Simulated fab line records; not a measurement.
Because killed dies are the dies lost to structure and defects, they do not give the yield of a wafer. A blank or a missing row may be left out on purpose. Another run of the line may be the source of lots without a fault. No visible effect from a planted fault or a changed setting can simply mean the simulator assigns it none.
Problem report in the 8D (eight disciplines) form, filled by code    flow nand_harc    the parts of the form that need people (team, actions taken, sign-off) are left out

1. WHAT WENT WRONG
Wafers without a fault read 28.330 %, standard deviation 0.0093; throttle_valve_pct at NHARC_A_CONTACT_ETCH_51 reads a mean of 25.244 % on 6 wafers belonging to 2 lots. That is -99 or more standard deviations from the usual mean.
The step: etches the open film in O2/COS, target depth 7000 nm, time 1820 s.
The first sign was on wafer L576.1 at day 28 00:21, on rie_diel-10. Wafers with a number at this step in the record: 39, from 13 lots. Rule for "out" (also "out of limits"): further than 4 standard deviations from the usual mean. The other wafers with a number count as sound.

2. WHAT IT IS; WHAT IT IS NOT
question                     is                                is not
which readings at this step  throttle_valve_pct, o2_flow_sccm  drypump_motor_current_A, oes_product_au, rf_vpp_V
which lots                   L575, L576                        L561, L562, L563, L564, L565, L566, L567, L568, L569, L573, L582
which wafers of those lots   all that have a number            -
read on which tools          rie_diel-10                       rie_diel-01, rie_diel-07
when                         from day 28 00:21                 up to then (30 sound wafers); but 3 sound wafers of L582 came after

3. WHAT RULES OUT EACH SUSPECT
Counting: a tool stays on the suspect list if, at a process step up to the reading, it processed all lots that are out and no sound lot following the first of them.
- rie_diel-10 at NHARC_A_CONTACT_ETCH_51 (etches the open film in O2/COS, target depth 7000 nm, time 1820 s): kept. All lots that are out passed through it, beginning with L576 at day 28 00:21, and no sound lot followed; its final sound lot before that point was L566 at day 23 07:57. Its own o2_flow_sccm, throttle_valve_pct readings are out on those wafers.
After counting, what remains is rie_diel-10 at NHARC_A_CONTACT_ETCH_51.

4. THE CAUSE (what the simulator had put in)
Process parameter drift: rie_diel-10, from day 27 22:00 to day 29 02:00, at NHARC_A_CONTACT_ETCH_51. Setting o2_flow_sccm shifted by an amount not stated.
This tool alone remained once counting was done.

5. THE EFFECT CHAIN, in route order
Each row: a reading whose mean over the struck wafers that have a number lies more than 3 standard deviations from the usual. Only readings whose record carries a usual standard deviation are examined. hours: median over the lots of the time between each lot's start at the first step of this table that gives one and its start at this step. sigmas: the change, counted in usual standard deviations.
hours  step                     reading                   usual       on struck wafers  change  sigmas
0      NHARC_A_CONTACT_ETCH_51  o2_flow_sccm              400.0 sccm  319.9             -80.1   -62
0      NHARC_A_CONTACT_ETCH_51  showerhead_plenum_p_Torr  3.05 Torr   2.60              -0.45   -3.8
0      NHARC_A_CONTACT_ETCH_51  throttle_valve_pct        28.330 %    25.244            -3.086  -99 or more
Process steps it contains:
- NHARC_A_CONTACT_ETCH_51: etches the open film in O2/COS, target depth 7000 nm, time 1820 s.

6. WHAT WOULD HAVE CAUGHT IT SOONER
2 hours passed between the start of the fault at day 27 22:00 and the first reading out of limits in this record, taken at day 28 00:21.
